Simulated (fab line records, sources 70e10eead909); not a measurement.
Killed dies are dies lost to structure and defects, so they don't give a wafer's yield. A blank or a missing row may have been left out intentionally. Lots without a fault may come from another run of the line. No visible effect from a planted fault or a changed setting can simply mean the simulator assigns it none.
Which tool was responsible? | flow nand-harc | 22 lots, 66 wafers sampled, at 6 steps of a route of 1302

## WHAT EACH GAUGE READ, for each wafer
The record holds no reading of a measuring or inspecting step that can be judged against a usual standard deviation.

## WHICH TOOL RAN EACH LOT (tool, then ch and the chambers of the sampled wafers, then the start)
lot  | NHARC_A_STAIRCASE_ETCH_203                    | NHARC_A_STAIRCASE_TRIM_235                    | NHARC_A_STAIRCASE_ETCH_253         | NHARC_A_STAIRCASE_DEP_259       | NHARC_A_STAIRCASE_DESCUM_270       | NHARC_A_STAIRCASE_HM_OPEN_460
L075 | rie-diel-06 ch 0,1,3, day 16 07:30 or earlier | rie-diel-13 ch 0,1, day 16 07:30 or earlier   | rie-diel-09 ch 0,2, day 16 07:30   | pecvd-02 ch 0,2, day 16 11:25   | rie-diel-06 ch 0,1,2, day 16 12:24 | rie-diel-06 ch 1,2, no start
L074 | rie-diel-13 ch 1,2, day 16 15:34 or earlier   | rie-diel-09 ch 1,2,3, day 16 15:34 or earlier | rie-diel-09 ch 0,2, day 16 15:34   | pecvd-03 ch 0,1,2, day 16 19:18 | rie-diel-09 ch 1,2,3, day 16 20:14 | rie-diel-13 ch 0,2,3, no start
L076 | rie-diel-06 ch 1,2, day 17 02:56 or earlier   | rie-diel-13 ch 0,2,3, day 17 02:56 or earlier | rie-diel-09 ch 0,1,3, day 17 02:56 | pecvd-02 ch 0,1,2, day 17 06:14 | rie-diel-09 ch 0,3, day 17 07:02   | rie-diel-13 ch 0,2,3, no start
L077 | rie-diel-13 ch 1,2,3, day 17 10:32 or earlier | rie-diel-13 ch 1,2,3, day 17 10:32 or earlier | rie-diel-09 ch 0,3, day 17 10:32   | pecvd-01 ch 0,1,2, day 17 13:47 | rie-diel-13 ch 0,2,3, day 17 14:46 | rie-diel-06 ch 0,3, no start
L078 | rie-diel-06 ch 0,2, day 18 05:44 or earlier   | rie-diel-06 ch 0,2, day 18 05:44 or earlier   | rie-diel-13 ch 1,2,3, day 18 05:44 | pecvd-03 ch 0,2, day 18 08:44   | rie-diel-06 ch 0,2,3, day 18 09:43 | rie-diel-13 ch 0,1,3, no start
L079 | rie-diel-09 ch 1,3, day 18 00:58 or earlier   | rie-diel-06 ch 1,2,3, day 18 00:58 or earlier | rie-diel-06 ch 1,2,3, day 18 00:58 | pecvd-01 ch 0,1, day 18 03:42   | rie-diel-06 ch 1,2,3, day 18 04:38 | rie-diel-09 ch 1,2,3, no start
L081 | rie-diel-06 ch 1,2,3, day 19 06:07 or earlier | rie-diel-06 ch 0,2,3, day 19 06:07 or earlier | rie-diel-13 ch 0,1,2, day 19 06:07 | pecvd-01 ch 1,2, day 19 08:53   | rie-diel-09 ch 1,2,3, day 19 09:44 | rie-diel-06 ch 0,1,2, no start
L080 | rie-diel-13 ch 0,1,3, day 19 06:40 or earlier | rie-diel-06 ch 0,1,2, day 19 06:40 or earlier | rie-diel-06 ch 1,2,3, day 19 06:40 | pecvd-01 ch 1,2, day 19 09:25   | rie-diel-13 ch 0,2,3, day 19 10:37 | rie-diel-09 ch 0,1,3, no start
L082 | rie-diel-09 ch 1,2,3, day 19 20:10 or earlier | rie-diel-09 ch 0,1,2, day 19 20:10 or earlier | rie-diel-09 ch 1,2, day 19 20:10   | pecvd-03 ch 0,1,2, day 20 00:59 | rie-diel-13 ch 0,1,3, day 20 01:47 | rie-diel-06 ch 1,2,3, no start
L084 | rie-diel-13 ch 0,1,2, day 20 14:32 or earlier | rie-diel-09 ch 0,2,3, day 20 14:32 or earlier | rie-diel-09 ch 1,3, day 20 14:32   | pecvd-02 ch 0,1,2, day 20 19:14 | rie-diel-09 ch 0,2,3, day 20 20:06 | rie-diel-13 ch 0,1,2, no start
L085 | rie-diel-13 ch 0,1,2, day 20 20:14 or earlier | rie-diel-06 ch 1,2,3, day 20 20:14 or earlier | rie-diel-13 ch 0,1,2, day 20 20:14 | pecvd-01 ch 0,1,2, day 21 00:22 | rie-diel-06 ch 1,2,3, day 21 01:22 | rie-diel-09 ch 0,2,3, no start
L089 | rie-diel-06 ch 0,1,2, day 22 02:56 or earlier | rie-diel-06 ch 1,3, day 22 02:56 or earlier   | rie-diel-09 ch 1,2,3, day 22 02:56 | pecvd-03 ch 0,1, day 22 05:43   | rie-diel-06 ch 0,1,3, day 22 06:41 | rie-diel-09 ch 0,1,2, no start
L088 | rie-diel-06 ch 0,2, day 22 03:39 or earlier   | rie-diel-13 ch 0,1,3, day 22 03:39 or earlier | rie-diel-13 ch 0,1,3, day 22 03:39 | pecvd-03 ch 1,2, day 22 06:28   | rie-diel-13 ch 0,1,3, day 22 07:26 | rie-diel-06 ch 0,2, no start
L087 | rie-diel-06 ch 0,2,3, day 22 16:09 or earlier | rie-diel-13 ch 0,1,3, day 22 16:09 or earlier | rie-diel-09 ch 0,2,3, day 22 16:09 | pecvd-03 ch 1,2, day 22 21:32   | rie-diel-06 ch 0,3, day 22 22:32   | rie-diel-09 ch 1,2, no start
L090 | rie-diel-06 ch 1,2, day 22 23:26 or earlier   | rie-diel-06 ch 1,2,3, day 22 23:26 or earlier | rie-diel-09 ch 1,2, day 22 23:26   | pecvd-03 ch 0,1, day 23 02:10   | rie-diel-13 ch 0,1, day 23 03:02   | rie-diel-13 ch 0,3, no start
L091 | rie-diel-09 ch 0,2, day 23 12:43 or earlier   | rie-diel-13 ch 0,3, day 23 12:43 or earlier   | rie-diel-06 ch 0,2, day 23 12:43   | pecvd-03 ch 0,2, day 23 16:17   | rie-diel-13 ch 0,3, day 23 17:13   | rie-diel-13 ch 0,1, no start
L092 | rie-diel-06 ch 0,1,2, day 23 22:38 or earlier | rie-diel-09 ch 2,3, day 23 22:38 or earlier   | rie-diel-13 ch 1,2,3, day 23 22:38 | pecvd-02 ch 0,1,2, day 24 06:16 | rie-diel-06 ch 0,1,2, day 24 07:11 | rie-diel-09 ch 0,2,3, no start
L093 | rie-diel-09 ch 0,1, day 24 21:07 or earlier   | rie-diel-09 ch 0,1,3, day 24 21:07 or earlier | rie-diel-13 ch 0,1,3, day 24 21:07 | pecvd-01 ch 0,1,2, day 24 23:57 | rie-diel-06 ch 1,2, day 25 00:45   | rie-diel-06 ch 2,3, no start
L094 | rie-diel-13 ch 2,3, day 24 17:37 or earlier   | rie-diel-09 ch 1,3, day 24 17:37 or earlier   | rie-diel-09 ch 0,2,3, day 24 17:37 | pecvd-03 ch 0,1,2, day 24 20:22 | rie-diel-13 ch 1,2,3, day 24 21:15 | rie-diel-13 ch 0,1, no start
L095 | rie-diel-09 ch 1,2,3, day 24 22:59 or earlier | rie-diel-09 ch 0,1,3, day 24 22:59 or earlier | rie-diel-09 ch 0,2, day 24 22:59   | pecvd-01 ch 0,2, day 25 01:44   | rie-diel-09 ch 1,3, day 25 02:44   | rie-diel-13 ch 0,2,3, no start
L097 | rie-diel-06 ch 1,2,3, day 25 12:13 or earlier | rie-diel-13 ch 0,2,3, day 25 12:13 or earlier | rie-diel-13 ch 1,2,3, day 25 12:13 | pecvd-03 ch 0,1,2, day 25 16:34 | rie-diel-13 ch 1,2,3, day 25 17:25 | rie-diel-06 ch 1,2,3, no start
L096 | rie-diel-13 ch 0,1, day 25 14:02 or earlier   | rie-diel-06 ch 0,2,3, day 25 14:02 or earlier | rie-diel-06 ch 1,2, day 25 14:02   | pecvd-01 ch 0,2, day 25 18:13   | rie-diel-09 ch 0,2, day 25 19:03   | rie-diel-06 ch 0,3, no start
- NHARC_A_STAIRCASE_ETCH_203: etches the open film in C4F8/O2, target depth 100 nm, time 40.5 s.
- NHARC_A_STAIRCASE_TRIM_235: chemistry O2, time 211.2 s.
- NHARC_A_STAIRCASE_ETCH_253: etches the open film in C4F8/O2, target depth 50 nm, time 20.2 s.
- NHARC_A_STAIRCASE_DEP_259: deposits SiON, target thk 30 nm.
- NHARC_A_STAIRCASE_DESCUM_270: chemistry O2, time 3 s.
- NHARC_A_STAIRCASE_HM_OPEN_460: chemistry O2/COS.

## AS READ BY THE TOOLS THEMSELVES (means over the sampled wafers that have a number; for cases with no such wafer, the mark the record gives instead)
NHARC_A_STAIRCASE_ETCH_203. Usual: bias-w 1000 W, standard deviation 3.2; oes-product-au 0.945 a.u., standard deviation 0.015; rf-fwd-power-W 592 W, standard deviation 3.1; rf-vpp-V 897 V, standard deviation 6.1.
lot  | tool        | bias-w (W) | oes-product-au (a.u.) | rf-fwd-power-W (W) | rf-vpp-V (V) | flag
L075 | rie-diel-06 | 999        | 0.948                 | 594                | 895          |
L074 | rie-diel-13 | 1000       | 0.949                 | 590                | 901          |
L076 | rie-diel-06 | 1000       | 0.947                 | 594                | 896          |
L077 | rie-diel-13 | 1003       | 0.939                 | 590                | 901          |
L078 | rie-diel-06 | 1003       | 0.939                 | 594                | 892          |
L079 | rie-diel-09 | 996        | 0.936                 | 592                | 894          |
L081 | rie-diel-06 | 993        | 0.941                 | 593                | 895          |
L080 | rie-diel-13 | 999        | 0.943                 | 593                | 901          |
L082 | rie-diel-09 | 1001       | 0.938                 | 593                | 891          |
L084 | rie-diel-13 | 1002       | 0.940                 | 589                | 900          |
L085 | rie-diel-13 | 1002       | 0.950                 | 588                | 900          |
L089 | rie-diel-06 | 1000       | 0.946                 | 591                | 895          |
L088 | rie-diel-06 | 1001       | 0.965                 | 596                | 891          |
L087 | rie-diel-06 | 1000       | 0.942                 | 595                | 891          |
L090 | rie-diel-06 | 1003       | 0.951                 | 593                | 896          |
L091 | rie-diel-09 | 999        | 0.922                 | 595                | 904          |
L092 | rie-diel-06 | 997        | 0.952                 | 593                | 895          |
L093 | rie-diel-09 | 997        | 0.935                 | 596                | 899          |
L094 | rie-diel-13 | 1001       | 0.935                 | 592                | 902          |
L095 | rie-diel-09 | 998        | 0.950                 | 594                | 898          |
L097 | rie-diel-06 | 1002       | 0.937                 | 592                | 894          |
L096 | rie-diel-13 | 998        | 0.965                 | 591                | 899          |

NHARC_A_STAIRCASE_TRIM_235. Usual: drypump-motor-current-A 5.6 A, standard deviation 0.47; oes-product-au 1.001 a.u., standard deviation 0.015; rf-vpp-V 58.0 V, standard deviation 0.96; showerhead-plenum-p-Torr 3.56 Torr, standard deviation 0.17; throttle-valve-pct 17.036 %, standard deviation 0.0084.
lot  | tool        | drypump-motor-current-A (A) | oes-product-au (a.u.) | rf-vpp-V (V) | showerhead-plenum-p-Torr (Torr) | throttle-valve-pct (%) | flag
L075 | rie-diel-13 | 6.3                         | 1.008                 | 59.2         | 3.65                            | 17.043                 |
L074 | rie-diel-09 | 5.5                         | 1.003                 | 57.8         | 3.42                            | 17.032                 |
L076 | rie-diel-13 | 5.8                         | 0.990                 | 57.7         | 3.70                            | 17.030                 |
L077 | rie-diel-13 | 5.9                         | 0.999                 | 58.5         | 3.70                            | 17.033                 |
L078 | rie-diel-06 | 5.9                         | 1.006                 | 57.3         | 3.42                            | 17.036                 |
L079 | rie-diel-06 | 5.3                         | 0.988                 | 57.9         | 3.52                            | 17.036                 |
L081 | rie-diel-06 | 5.5                         | 1.012                 | 58.8         | 3.38                            | 17.033                 |
L080 | rie-diel-06 | 5.6                         | 1.006                 | 57.3         | 3.54                            | 17.039                 |
L082 | rie-diel-09 | 5.6                         | 1.003                 | 58.5         | 3.50                            | 17.043                 |
L084 | rie-diel-09 | 5.3                         | 1.008                 | 58.2         | 3.49                            | 17.035                 |
L085 | rie-diel-06 | 5.3                         | 0.996                 | 58.2         | 3.50                            | 17.043                 |
L089 | rie-diel-06 | 5.2                         | 1.015                 | 57.8         | 3.62                            | 17.041                 |
L088 | rie-diel-13 | 6.1                         | 0.997                 | 58.6         | 3.68                            | 17.033                 |
L087 | rie-diel-13 | 6.1                         | 1.006                 | 58.5         | 3.68                            | 17.041                 |
L090 | rie-diel-06 | 5.3                         | 1.005                 | 57.9         | 3.49                            | 17.039                 |
L091 | rie-diel-13 | 6.0                         | 1.012                 | 57.8         | 3.67                            | 17.037                 |
L092 | rie-diel-09 | 5.1                         | 0.980                 | 58.2         | 3.68                            | 17.037                 |
L093 | rie-diel-09 | 5.7                         | 0.990                 | 57.9         | 3.55                            | 17.030                 |
L094 | rie-diel-09 | 5.8                         | 1.010                 | 57.6         | 3.46                            | 17.027                 |
L095 | rie-diel-09 | 5.6                         | 0.998                 | 58.1         | 3.55                            | 17.032                 |
L097 | rie-diel-13 | 5.8                         | 1.010                 | 58.0         | 3.67                            | 17.039                 |
L096 | rie-diel-06 | 5.5                         | 0.998                 | 57.4         | 3.36                            | 17.035                 |

NHARC_A_STAIRCASE_ETCH_253. Usual: bias-w 999.8 W, standard deviation 2.6; oes-product-au 0.955 a.u., standard deviation 0.019; rf-fwd-power-W 589 W, standard deviation 3.5; rf-vpp-V 898 V, standard deviation 6.
lot  | tool        | bias-w (W) | oes-product-au (a.u.) | rf-fwd-power-W (W) | rf-vpp-V (V) | flag
L075 | rie-diel-09 | 1001.8     | 0.946                 | 592                | 893          |
L074 | rie-diel-09 | 998.5      | 0.966                 | 592                | 899          |
L076 | rie-diel-09 | 1000.6     | 0.921                 | 588                | 897          |
L077 | rie-diel-09 | 998.9      | 0.956                 | 591                | 900          |
L078 | rie-diel-13 | 999.9      | 0.962                 | 587                | 902          |
L079 | rie-diel-06 | 998.8      | 0.946                 | 589                | 894          |
L081 | rie-diel-13 | 999.6      | 0.972                 | 587                | 901          |
L080 | rie-diel-06 | 998.7      | 0.942                 | 591                | 896          |
L082 | rie-diel-09 | 1000.3     | 0.971                 | 589                | 888          |
L084 | rie-diel-09 | 996.2      | 0.952                 | 587                | 894          |
L085 | rie-diel-13 | 1001.2     | 0.919                 | 587                | 900          |
L089 | rie-diel-09 | 1000.0     | 0.963                 | 589                | 899          |
L088 | rie-diel-13 | 1001.0     | 0.961                 | 588                | 901          |
L087 | rie-diel-09 | 1002.6     | 0.954                 | 592                | 900          |
L090 | rie-diel-09 | 999.6      | 0.968                 | 587                | 899          |
L091 | rie-diel-06 | 1000.3     | 0.976                 | 593                | 891          |
L092 | rie-diel-13 | 999.9      | 0.972                 | 588                | 901          |
L093 | rie-diel-13 | 1000.4     | 0.962                 | 586                | 902          |
L094 | rie-diel-09 | 998.0      | 0.953                 | 591                | 900          |
L095 | rie-diel-09 | 997.8      | 0.951                 | 591                | 905          |
L097 | rie-diel-13 | 997.5      | 0.969                 | 588                | 901          |
L096 | rie-diel-06 | 999.4      | 0.957                 | 591                | 896          |

NHARC_A_STAIRCASE_DEP_259. Usual: heater-power-w 757 W, standard deviation 60; rf-fwd-power-W 348.4 W, standard deviation 1.1.
lot  | tool     | heater-power-w (W) | rf-fwd-power-W (W) | flag
L075 | pecvd-02 | 702                | 348.1              |
L074 | pecvd-03 | 783                | 348.4              |
L076 | pecvd-02 | 767                | 349.1              |
L077 | pecvd-01 | 713                | 347.4              |
L078 | pecvd-03 | 779                | 348.1              |
L079 | pecvd-01 | 709                | 348.8              |
L081 | pecvd-01 | 728                | 349.3              |
L080 | pecvd-01 | 725                | 348.2              |
L082 | pecvd-03 | 767                | 348.1              |
L084 | pecvd-02 | 723                | 348.1              |
L085 | pecvd-01 | 787                | 347.6              |
L089 | pecvd-03 | 756                | 348.0              |
L088 | pecvd-03 | 861                | 348.3              |
L087 | pecvd-03 | 776                | 348.6              |
L090 | pecvd-03 | 725                | 347.7              |
L091 | pecvd-03 | 780                | 349.1              |
L092 | pecvd-02 | 687                | 348.5              |
L093 | pecvd-01 | 769                | 347.6              |
L094 | pecvd-03 | 769                | 348.3              |
L095 | pecvd-01 | 767                | 348.7              |
L097 | pecvd-03 | 763                | 348.6              |
L096 | pecvd-01 | 761                | 348.1              |

NHARC_A_STAIRCASE_DESCUM_270. Usual: drypump-motor-current-A 5.6 A, standard deviation 0.46; oes-product-au 1.001 a.u., standard deviation 0.015; rf-vpp-V 57.9 V, standard deviation 0.89; showerhead-plenum-p-Torr 1.93 Torr, standard deviation 0.096; throttle-valve-pct 11.312 %, standard deviation 0.0087.
lot  | tool        | drypump-motor-current-A (A) | oes-product-au (a.u.) | rf-vpp-V (V) | showerhead-plenum-p-Torr (Torr) | throttle-valve-pct (%) | flag
L075 | rie-diel-06 | 5.7                         | 1.008                 | 57.7         | 1.93                            | 11.307                 |
L074 | rie-diel-09 | 5.5                         | 1.002                 | 57.2         | 1.85                            | 11.313                 |
L076 | rie-diel-09 | 5.3                         | 1.002                 | 57.6         | 1.94                            | 11.308                 |
L077 | rie-diel-13 | 5.8                         | 1.003                 | 59.1         | 2.01                            | 11.311                 |
L078 | rie-diel-06 | 5.4                         | 0.994                 | 56.8         | 1.83                            | 11.311                 |
L079 | rie-diel-06 | 5.2                         | 1.000                 | 57.9         | 1.91                            | 11.316                 |
L081 | rie-diel-09 | 5.5                         | 0.989                 | 57.1         | 1.85                            | 11.312                 |
L080 | rie-diel-13 | 5.8                         | 0.993                 | 58.5         | 2.01                            | 11.306                 |
L082 | rie-diel-13 | 6.1                         | 0.997                 | 58.3         | 2.01                            | 11.302                 |
L084 | rie-diel-09 | 5.3                         | 1.003                 | 58.1         | 1.89                            | 11.315                 |
L085 | rie-diel-06 | 5.3                         | 0.997                 | 58.0         | 1.90                            | 11.313                 |
L089 | rie-diel-06 | 5.4                         | 1.000                 | 57.1         | 1.89                            | 11.310                 |
L088 | rie-diel-13 | 6.1                         | 0.996                 | 58.2         | 2.00                            | 11.310                 |
L087 | rie-diel-06 | 5.2                         | 0.993                 | 57.7         | 1.80                            | 11.307                 |
L090 | rie-diel-13 | 6.3                         | 1.015                 | 57.6         | 1.97                            | 11.314                 |
L091 | rie-diel-13 | 6.0                         | 1.003                 | 57.8         | 2.00                            | 11.315                 |
L092 | rie-diel-06 | 5.6                         | 1.020                 | 57.0         | 1.91                            | 11.311                 |
L093 | rie-diel-06 | 5.5                         | 1.009                 | 57.7         | 1.91                            | 11.314                 |
L094 | rie-diel-13 | 5.9                         | 0.998                 | 58.1         | 1.99                            | 11.313                 |
L095 | rie-diel-09 | 5.8                         | 1.004                 | 57.8         | 1.88                            | 11.309                 |
L097 | rie-diel-13 | 5.9                         | 0.998                 | 58.1         | 1.99                            | 11.314                 |
L096 | rie-diel-09 | 5.5                         | 0.986                 | 58.9         | 2.04                            | 11.309                 |

NHARC_A_STAIRCASE_HM_OPEN_460. Usual: value, then standard deviation, for each; bias-w 299.9 W / 0.96; drypump-motor-current-A 5.6 A / 0.45; oes-product-au 1.001 a.u. / 0.015; rf-fwd-power-W 499.0 W / 1.6; rf-vpp-V 468 V / 3.4; showerhead-plenum-p-Torr 3.15 Torr / 0.16; throttle-valve-pct 28.329 % / 0.0085.
lot  | tool        | bias-w (W) | drypump-motor-current-A (A) | oes-product-au (a.u.) | rf-fwd-power-W (W) | rf-vpp-V (V) | showerhead-plenum-p-Torr (Torr) | throttle-valve-pct (%) | flag
L075 | rie-diel-06 | 299.1      | 5.5                         | 1.006                 | 497.4              | 470          | 3.25                            | 28.323                 |
L074 | rie-diel-13 | 299.8      | 5.8                         | 0.996                 | 497.7              | 471          | 3.28                            | 28.324                 |
L076 | rie-diel-13 | 300.3      | 5.8                         | 0.995                 | 497.6              | 471          | 3.27                            | 28.331                 |
L077 | rie-diel-06 | 301.0      | 5.6                         | 0.995                 | 500.5              | 465          | 2.99                            | 28.320                 |
L078 | rie-diel-13 | 299.9      | 6.1                         | 1.005                 | 497.6              | 469          | 3.27                            | 28.328                 |
L079 | rie-diel-09 | 298.3      | 5.5                         | 0.990                 | 498.6              | 465          | 3.02                            | 28.322                 |
L081 | rie-diel-06 | 300.4      | 5.6                         | 1.009                 | 498.2              | 468          | 3.13                            | 28.332                 |
L080 | rie-diel-09 | 300.3      | 5.7                         | 0.992                 | 498.7              | 469          | 3.16                            | 28.328                 |
L082 | rie-diel-06 | 300.5      | 5.3                         | 0.996                 | 499.6              | 468          | 3.10                            | 28.329                 |
L084 | rie-diel-13 | 300.0      | 5.9                         | 1.006                 | 497.9              | 469          | 3.22                            | 28.336                 |
L085 | rie-diel-09 | 300.2      | 5.3                         | 1.003                 | 499.0              | 466          | 3.09                            | 28.330                 |
L089 | rie-diel-09 | 299.7      | 5.6                         | 0.988                 | 499.8              | 470          | 3.25                            | 28.327                 |
L088 | rie-diel-06 | 300.1      | 5.9                         | 1.007                 | 499.2              | 465          | 3.01                            | 28.326                 |
L087 | rie-diel-09 | 300.8      | 5.4                         | 0.988                 | 496.8              | 470          | 3.27                            | 28.324                 |
L090 | rie-diel-13 | 299.5      | 6.0                         | 1.018                 | 499.6              | 470          | 3.25                            | 28.328                 |
L091 | rie-diel-13 | 299.8      | 6.3                         | 1.010                 | 499.2              | 469          | 3.20                            | 28.345                 |
L092 | rie-diel-09 | 299.4      | 5.3                         | 0.988                 | 499.1              | 470          | 3.24                            | 28.331                 |
L093 | rie-diel-06 | 299.2      | 5.3                         | 0.995                 | 499.8              | 464          | 2.97                            | 28.327                 |
L094 | rie-diel-13 | 300.6      | 6.1                         | 1.022                 | 499.8              | 468          | 3.20                            | 28.323                 |
L095 | rie-diel-13 | 299.9      | 5.8                         | 1.016                 | 498.8              | 469          | 3.25                            | 28.329                 |
L097 | rie-diel-06 | 300.0      | 5.2                         | 0.992                 | 499.5              | 467          | 3.08                            | 28.334                 |
L096 | rie-diel-06 | 299.7      | 5.6                         | 0.991                 | 499.7              | 463          | 2.96                            | 28.331                 |

## THE ANSWER, worked out from the rows above alone
Rule: a lot counts as off when the mean over its wafers that have a number is more than 3 standard deviations away from the usual mean. Also off: a lot with no number at a reading for which 4 or more lots have one. Any other lot the step has rows for is counted as sound. First the gauges in route order, then the tools' own readings, where a lot's mean is used as printed above. The first step at which some lot is off is used, and at that step the reading that is off furthest; a lot without a number counts as furthest.
No lot is off at any reading shown: from this, nothing can be told.

## WHAT THE SIMULATOR HAD INSERTED
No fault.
